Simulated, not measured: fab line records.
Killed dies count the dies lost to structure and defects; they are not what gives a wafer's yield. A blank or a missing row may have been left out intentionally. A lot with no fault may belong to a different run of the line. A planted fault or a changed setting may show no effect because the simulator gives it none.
fab line records + flow nand_harc
[record]
- lots = 13
- wafers = 39
- last_day = 33
route steps=1302 shown P_M0@279 P_M1@303
lots with no fault: from the same line, run without faults
start_h: start of the lot's first displayed wafer, in hours after the record's first day + wait_h: time in hours since the lot's previous step + " same as the row above + L1.1+2: a single row standing in for several wafers + - no value, or no start was given + * or withheld: withheld + < > ~ a bound
route shown NAME@n: NAME is a module with steps in the file, n the number in the route of the first one + usual: mean/standard deviation of fault-free wafers + same: alike in all rows + chamber/n: place in a boat + sites: each site's reading + _std_site: how widely they spread, as a standard deviation + _edge_site: outer sites' mean less inner sites' + radius_mm: how far each site lies from the wafer's centre + mask NAME#n: copy n + behind: the last tool/chamber to shape the wafer + hold: the reason the lot was held/the length of the hold in hours/how it ended + device: whichever transistor did not switch (one of n, p or np) + end of line: at the end of the route, the tests of the same wafers + where a step has no rows: the recipe by itself + killed: count of dies lost to structure and defects at first sort (not the wafer's yield) + map: dies across one wafer; x = killed, . = not, _ = none there
set.NAME: the setting the step ran with; set.NAME@STEP: the setting that earlier step ran with + model.NAME: the simulator's own value behind a step, which no gauge read
route steps across a sampled set of lots; one table per step, one row per wafer
services: when a tool's chamber went out of use (start_h, in hours from the record's first day, below 0 if earlier), for how many hours, and the reason
[[steps]]
[step NHARC_P_M0_THK_MEAS_24]
[recipe]
- thk_meas_gauge = xrf
[usual]
- thk_nm = 117.0/1.4
| lot.wafer | tool          | chamber | start_h | wait_h | thk_nm |
|-----------|---------------|---------|---------|--------|--------|
| L813.2    | film_metro-02 | -       | 137.70  | -      | 117.1  |
| L813.3    | "             | -       | "       | "      | 116.5  |
| L813.6    | "             | -       | "       | "      | 116.2  |
| L814.2    | film_metro-01 | -       | 151.79  | -      | 115.2  |
| L814.3    | "             | -       | "       | "      | 117.0  |
| L814.5    | "             | -       | "       | "      | 118.1  |
| L817.1    | film_metro-01 | -       | 175.81  | -      | 116.3  |
| L817.5    | "             | -       | "       | "      | 118.8  |
| L817.6    | "             | -       | "       | "      | 116.2  |
| L816.2    | film_metro-02 | -       | 185.01  | -      | 116.2  |
| L816.3    | "             | -       | "       | "      | 114.8  |
| L816.6    | "             | -       | "       | "      | 117.3  |
| L818.1    | film_metro-02 | -       | 193.79  | -      | 116.6  |
| L818.2    | "             | -       | "       | "      | 116.3  |
| L818.6    | "             | -       | "       | "      | 117.0  |
| L821.1    | film_metro-01 | -       | 222.49  | -      | 115.8  |
| L821.5    | "             | -       | "       | "      | 115.3  |
| L821.6    | "             | -       | "       | "      | 116.2  |
| L829.2    | film_metro-01 | -       | 290.28  | -      | 115.3  |
| L829.5    | "             | -       | "       | "      | 116.8  |
| L829.6    | "             | -       | "       | "      | 114.7  |
| L830.2    | film_metro-02 | -       | 306.88  | -      | 119.9  |
| L830.3    | "             | -       | "       | "      | 115.6  |
| L830.4    | "             | -       | "       | "      | 117.2  |
| L831.1    | film_metro-01 | -       | 310.83  | -      | 115.4  |
| L831.2    | "             | -       | "       | "      | 117.2  |
| L831.5    | "             | -       | "       | "      | 114.7  |
| L832.2    | film_metro-01 | -       | 320.54  | -      | 120.0  |
| L832.3    | "             | -       | "       | "      | 119.5  |
| L832.5    | "             | -       | "       | "      | 120.8  |
| L833.1    | film_metro-02 | -       | 345.03  | -      | 117.4  |
| L833.2    | "             | -       | "       | "      | 116.2  |
| L833.3    | "             | -       | "       | "      | 116.6  |
| L834.1    | film_metro-01 | -       | 349.52  | -      | 117.3  |
| L834.2    | "             | -       | "       | "      | 116.2  |
| L834.4    | "             | -       | "       | "      | 119.7  |
| L835.2    | film_metro-01 | -       | 356.06  | -      | 117.5  |
| L835.4    | "             | -       | "       | "      | 117.0  |
| L835.6    | "             | -       | "       | "      | 118.0  |
[step NHARC_P_M0_PRE_CLEAN_31]
[recipe]
- time_s = 12
- temp_c = 370
- rf_power_w = 300
- gas = NH3
[usual]
- heater_power_w = 628/68
| lot.wafer | tool     | chamber | start_h | wait_h | heater_power_w |
|-----------|----------|---------|---------|--------|----------------|
| L813.2    | pecvd-04 | 1       | 137.93  | 0.1    | 530            |
| L813.3    | "        | 0       | "       | "      | 583            |
| L813.6    | "        | 0       | "       | "      | 581            |
| L814.2    | pecvd-04 | 2       | 152.02  | 0.1    | 736            |
| L814.3    | "        | 0       | "       | "      | 560            |
| L814.5    | "        | 2       | "       | "      | 729            |
| L817.1    | pecvd-01 | 0       | 176.06  | 0.1    | 738            |
| L817.6    | "        | 1       | "       | "      | 784            |
| L817.5    | "        | 2       | "       | "      | 611            |
| L816.3    | pecvd-01 | 2       | 185.25  | 0.1    | 611            |
| L816.2    | "        | 0       | "       | "      | 739            |
| L816.6    | "        | 1       | "       | "      | 759            |
| L818.2    | pecvd-01 | 1       | 194.03  | 0.1    | 730            |
| L818.1    | "        | 2       | "       | "      | 656            |
| L818.6    | "        | 1       | "       | "      | 714            |
| L821.1    | pecvd-02 | 0       | 222.74  | 0.1    | 657            |
| L821.5    | "        | 1       | "       | "      | 495            |
| L821.6    | "        | 0       | "       | "      | 678            |
| L829.2    | pecvd-02 | 0       | 290.52  | 0.1    | 637            |
| L829.5    | "        | 2       | "       | "      | 674            |
| L829.6    | "        | 1       | "       | "      | 553            |
| L830.3    | pecvd-01 | 2       | 307.13  | 0.1    | 629            |
| L830.2    | "        | 0       | "       | "      | 716            |
| L830.4    | "        | 0       | "       | "      | 726            |
| L831.2    | pecvd-04 | 1       | 311.07  | 0.1    | 625            |
| L831.1    | "        | 2       | "       | "      | 716            |
| L831.5    | "        | 2       | "       | "      | 729            |
| L832.2    | pecvd-04 | 2       | 320.78  | 0.1    | 659            |
| L832.3    | "        | 0       | "       | "      | 632            |
| L832.5    | "        | 1       | "       | "      | 574            |
| L833.1    | pecvd-04 | 2       | 345.28  | 0.1    | 613            |
| L833.3    | "        | 0       | "       | "      | 554            |
| L833.2    | "        | 1       | "       | "      | 597            |
| L834.2    | pecvd-04 | 1       | 349.74  | 0.1    | 531            |
| L834.1    | "        | 0       | "       | "      | 594            |
| L834.4    | "        | 1       | "       | "      | 536            |
| L835.2    | pecvd-02 | 0       | 356.28  | 0.1    | 588            |
| L835.4    | "        | 0       | "       | "      | 580            |
| L835.6    | "        | 1       | "       | "      | 539            |
[step NHARC_P_M1_ETCH_28]
[recipe]
- target_depth_a = 300
- over_etch_frac = 0.3
- time_s = 72.99
- ion_energy_ev = 150
- cf4_flow_sccm = 50
- n2_flow_sccm = 100
- ar_flow_sccm = 150
- rf_w = 300
- bias_w = 100
- chemistry = CF4/N2
[usual]
- drypump_motor_current_A = 5.9/0.54
- oes_product_au = 1.003/0.0093
- rf_vpp_V = 312.9/1.7
- run_length_s = 94.4/0.43
- showerhead_plenum_p_Torr = 2.55/0.094
- throttle_valve_pct = 19.795/0.0098
| lot.wafer | tool        | chamber | start_h | wait_h | drypump_motor_current_A | oes_product_au | rf_hours_counter_h | rf_vpp_V | run_length_s | showerhead_plenum_p_Torr | throttle_valve_pct |
|-----------|-------------|---------|---------|--------|-------------------------|----------------|--------------------|----------|--------------|--------------------------|--------------------|
| L813.3    | rie_diel-09 | 1       | 139.98  | -      | 5.4                     | 1.003          | 9                  | 312.0    | 95.3         | 2.47                     | 19.805             |
| L813.2    | "           | 2       | "       | "      | 6.7                     | 1.015          | 10                 | 312.3    | 94.3         | 2.53                     | 19.777             |
| L813.6    | "           | 1       | "       | "      | 5.4                     | 0.998          | -                  | 312.0    | 94.5         | 2.47                     | 19.802             |
| L814.3    | rie_diel-12 | 3       | 154.21  | -      | 5.9                     | 0.986          | 4                  | 315.7    | 94.4         | 2.75                     | 19.808             |
| L814.2    | "           | 0       | "       | "      | 5.4                     | 0.999          | 6                  | 316.3    | 93.7         | 2.74                     | 19.798             |
| L814.5    | "           | 0       | "       | "      | 5.4                     | 1.004          | -                  | 314.6    | 94.4         | 2.74                     | 19.792             |
| L817.1    | rie_diel-09 | 2       | 178.17  | -      | 6.7                     | 1.020          | 1                  | 312.0    | 93.8         | 2.53                     | 19.781             |
| L817.6    | "           | 1       | "       | "      | 5.4                     | 1.014          | -                  | 310.4    | 94.7         | 2.47                     | 19.797             |
| L817.5    | "           | 2       | "       | "      | 6.7                     | 1.014          | -                  | 312.7    | 93.6         | 2.53                     | 19.794             |
| L816.3    | rie_diel-01 | 2       | 187.28  | -      | 5.2                     | 0.997          | 52                 | 310.8    | 94.2         | 2.48                     | 19.795             |
| L816.2    | "           | 3       | "       | "      | 5.9                     | 0.990          | 53                 | 313.5    | 93.4         | 2.56                     | 19.793             |
| L816.6    | "           | 2       | "       | "      | 5.2                     | 0.988          | -                  | 313.7    | 94.0         | 2.48                     | 19.801             |
| L818.2    | rie_diel-09 | 2       | 196.13  | -      | 6.7                     | 1.017          | 2                  | 312.6    | 94.3         | 2.53                     | 19.812             |
| L818.1    | "           | 3       | "       | "      | 5.8                     | 0.998          | 2                  | 312.3    | 94.6         | 2.58                     | 19.779             |
| L818.6    | "           | 2       | "       | "      | 6.7                     | 0.998          | -                  | 312.5    | 93.7         | 2.53                     | 19.785             |
| L821.1    | rie_diel-09 | 0       | 224.85  | -      | 6.8                     | 1.017          | 3                  | 312.1    | 71.3         | 2.53                     | 19.795             |
| L821.6    | "           | 3       | "       | "      | 5.8                     | 1.006          | -                  | 312.7    | 94.9         | 2.58                     | 19.795             |
| L821.5    | "           | 0       | "       | "      | 6.8                     | 1.001          | -                  | 313.1    | 71.8         | 2.53                     | 19.790             |
| L829.2    | rie_diel-12 | 1       | 292.80  | -      | 5.7                     | 1.004          | 3                  | 310.7    | 94.1         | 2.44                     | 19.807             |
| L829.5    | "           | 2       | "       | "      | 5.6                     | 1.018          | -                  | 312.2    | 95.4         | 2.56                     | 19.796             |
| L829.6    | "           | 1       | "       | "      | 5.7                     | 1.012          | -                  | 311.7    | 94.0         | 2.44                     | 19.808             |
| L830.4    | rie_diel-01 | 2       | 309.12  | -      | 5.2                     | 0.997          | 28                 | 311.9    | 94.5         | 2.46                     | 19.805             |
| L830.2    | "           | 3       | "       | "      | 6.0                     | 1.005          | 22                 | 311.9    | 93.7         | 2.55                     | 19.790             |
| L830.3    | "           | 0       | "       | "      | 4.9                     | 1.001          | 28                 | 312.1    | 94.3         | 2.52                     | 19.796             |
| L831.2    | rie_diel-12 | 1       | 313.06  | -      | 5.7                     | 1.016          | 5                  | 311.4    | 94.3         | 2.44                     | 19.812             |
| L831.1    | "           | 0       | "       | "      | 5.4                     | 1.004          | 3                  | 314.8    | 93.9         | 2.74                     | 19.804             |
| L831.5    | "           | 2       | "       | "      | 5.7                     | 1.002          | -                  | 313.2    | 94.9         | 2.56                     | 19.792             |
| L832.2    | rie_diel-12 | 0       | 322.79  | -      | 5.4                     | 0.994          | 4                  | 315.6    | 94.1         | 2.74                     | 19.802             |
| L832.3    | "           | 1       | "       | "      | 5.7                     | 1.002          | 5                  | 311.0    | 94.4         | 2.44                     | 19.794             |
| L832.5    | "           | 3       | "       | "      | 5.9                     | 0.997          | -                  | 317.2    | 94.3         | 2.75                     | 19.801             |
| L833.3    | rie_diel-12 | 2       | 347.34  | -      | 5.7                     | 1.004          | 8                  | 312.2    | 95.1         | 2.55                     | 19.792             |
| L833.1    | "           | 0       | "       | "      | 5.5                     | 1.007          | 6                  | 315.5    | 93.7         | 2.74                     | 19.804             |
| L833.2    | "           | 1       | "       | "      | 5.7                     | 1.021          | 8                  | 311.1    | 94.4         | 2.44                     | 19.802             |
| L834.2    | rie_diel-09 | 0       | 351.79  | -      | 6.8                     | 0.988          | 1                  | 311.4    | 94.4         | 2.53                     | 19.794             |
| L834.4    | "           | 1       | "       | "      | 5.4                     | 1.003          | 1                  | 311.4    | 95.2         | 2.47                     | 19.788             |
| L834.1    | "           | 3       | "       | "      | 5.8                     | 1.004          | 1                  | 314.6    | 94.8         | 2.58                     | 19.805             |
| L835.2    | rie_diel-09 | 1       | 358.41  | -      | 5.4                     | 1.021          | 1                  | 311.7    | 94.9         | 2.47                     | 19.798             |
| L835.4    | "           | 0       | "       | "      | 6.8                     | 1.009          | 1                  | 312.0    | 94.0         | 2.53                     | 19.787             |
| L835.6    | "           | 1       | "       | "      | 5.4                     | 1.020          | -                  | 312.2    | 94.8         | 2.47                     | 19.777             |
[step NHARC_P_M1_PRE_CLEAN_32]
[recipe]
- time_s = 12
- temp_c = 370
- rf_power_w = 300
- gas = NH3
[usual]
- heater_power_w = 638/75
| lot.wafer | tool     | chamber | start_h | wait_h | heater_power_w |
|-----------|----------|---------|---------|--------|----------------|
| L813.2    | pecvd-04 | 1       | 142.01  | 0.1    | 629            |
| L813.3    | "        | 2       | "       | "      | 714            |
| L813.6    | "        | 1       | "       | "      | 631            |
| L814.3    | pecvd-04 | 2       | 156.23  | 0.1    | 748            |
| L814.2    | "        | 0       | "       | "      | 587            |
| L814.5    | "        | 0       | "       | "      | 584            |
| L817.1    | pecvd-02 | 2       | 180.23  | 0.1    | 663            |
| L817.5    | "        | 0       | "       | "      | 675            |
| L817.6    | "        | 1       | "       | "      | 555            |
| L816.2    | pecvd-01 | 0       | 189.31  | 0.1    | 640            |
| L816.3    | "        | 2       | "       | "      | 600            |
| L816.6    | "        | 2       | "       | "      | 598            |
| L818.1    | pecvd-02 | 0       | 198.16  | 0.1    | 650            |
| L818.2    | "        | 1       | "       | "      | 549            |
| L818.6    | "        | 2       | "       | "      | 653            |
| L821.1    | pecvd-01 | 2       | 226.86  | 0.1    | 621            |
| L821.5    | "        | 2       | "       | "      | 614            |
| L821.6    | "        | 1       | "       | "      | 747            |
| L829.2    | pecvd-01 | 0       | 294.87  | 0.1    | 701            |
| L829.5    | "        | 2       | "       | "      | 666            |
| L829.6    | "        | 1       | "       | "      | 782            |
| L830.3    | pecvd-02 | 0       | 311.14  | 0.1    | 631            |
| L830.2    | "        | 1       | "       | "      | 528            |
| L830.4    | "        | 0       | "       | "      | 639            |
| L831.2    | pecvd-02 | 1       | 315.08  | 0.1    | 551            |
| L831.1    | "        | 0       | "       | "      | 658            |
| L831.5    | "        | 1       | "       | "      | 550            |
| L832.2    | pecvd-04 | 1       | 324.82  | 0.1    | 594            |
| L832.3    | "        | 0       | "       | "      | 570            |
| L832.5    | "        | 2       | "       | "      | 649            |
| L833.3    | pecvd-01 | 0       | 349.39  | 0.1    | 705            |
| L833.2    | "        | 1       | "       | "      | 684            |
| L833.1    | "        | 2       | "       | "      | 527            |
| L834.2    | pecvd-01 | 2       | 353.82  | 0.1    | 612            |
| L834.1    | "        | 1       | "       | "      | 675            |
| L834.4    | "        | 1       | "       | "      | 709            |
| L835.2    | pecvd-02 | 2       | 360.53  | 0.1    | 626            |
| L835.6    | "        | 0       | "       | "      | 562            |
| L835.4    | "        | 1       | "       | "      | 542            |
[[services]]
| tool        | chamber | start_h | hours | kind   |
|-------------|---------|---------|-------|--------|
| rie_diel-01 | 0       | 114.58  | 9.0   | repair |
| pecvd-01    | -       | 120.76  | 21.3  | repair |
| rie_diel-12 | 2       | 127.68  | 8.0   | repair |
| rie_diel-01 | 1       | 131.48  | 9.0   | repair |
| pecvd-01    | -       | 142.07  | 13.0  | pm     |
| rie_diel-09 | -       | 143.10  | 9.0   | pm     |
| rie_diel-12 | 2       | 146.28  | 9.7   | repair |
| rie_diel-01 | 0       | 148.55  | 23.3  | repair |
| rie_diel-09 | -       | 163.58  | 0.4   | repair |
| rie_diel-09 | 2       | 167.88  | 9.0   | repair |
| rie_diel-12 | 2       | 187.25  | 2.9   | repair |
| pecvd-01    | -       | 206.39  | 1.0   | repair |
| rie_diel-09 | -       | 214.93  | 3.0   | repair |
| pecvd-02    | -       | 227.18  | 13.0  | pm     |
| pecvd-02    | 2       | 258.34  | 4.6   | repair |
| pecvd-02    | -       | 264.57  | 0.8   | repair |
| pecvd-01    | -       | 264.74  | 2.4   | repair |
| rie_diel-12 | -       | 268.43  | 9.0   | pm     |
| pecvd-04    | -       | 284.95  | 13.0  | pm     |
| rie_diel-12 | 0       | 289.24  | 6.7   | repair |
| rie_diel-09 | -       | 320.10  | 9.0   | pm     |
| pecvd-01    | -       | 323.07  | 13.0  | pm     |
| rie_diel-12 | 3       | 346.41  | 17.2  | repair |
| rie_diel-09 | 3       | 354.91  | 2.0   | repair |
[[key]]
[first_sign]
- step = NHARC_P_M1_ETCH_28
- reading = run_length_s
- direction = down
- sigmas = 53
- usual = *
- struck = *
effect none on later readings
met_at NHARC_P_M1_ETCH_28
struck_lots L821
struck_wafers L821.1,L821.5
later_rows_left_out L821.1
sort_left_out L821.1,L821.5
not_acting_at NHARC_P_M0_THK_MEAS_24,NHARC_P_M0_PRE_CLEAN_31,NHARC_P_M1_PRE_CLEAN_32
[fault]
- kind = process_parameter_drift
- tool = rie_diel-09
- chamber = 0
- onset_h = 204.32
- steps = NHARC_P_M1_ETCH_28
- channel = time_s
- offset = *
- shape = step
- end_h = 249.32
- acts_in = *
- stated = *
// sort_left_out: the simulated sort isn't trusted on such a fault, so these wafers' sort isn't shown, and their yield isn't known
// later_rows_left_out: the simulator's readings of these wafers behind a module that went badly wrong aren't trusted and aren't shown, but for the sort
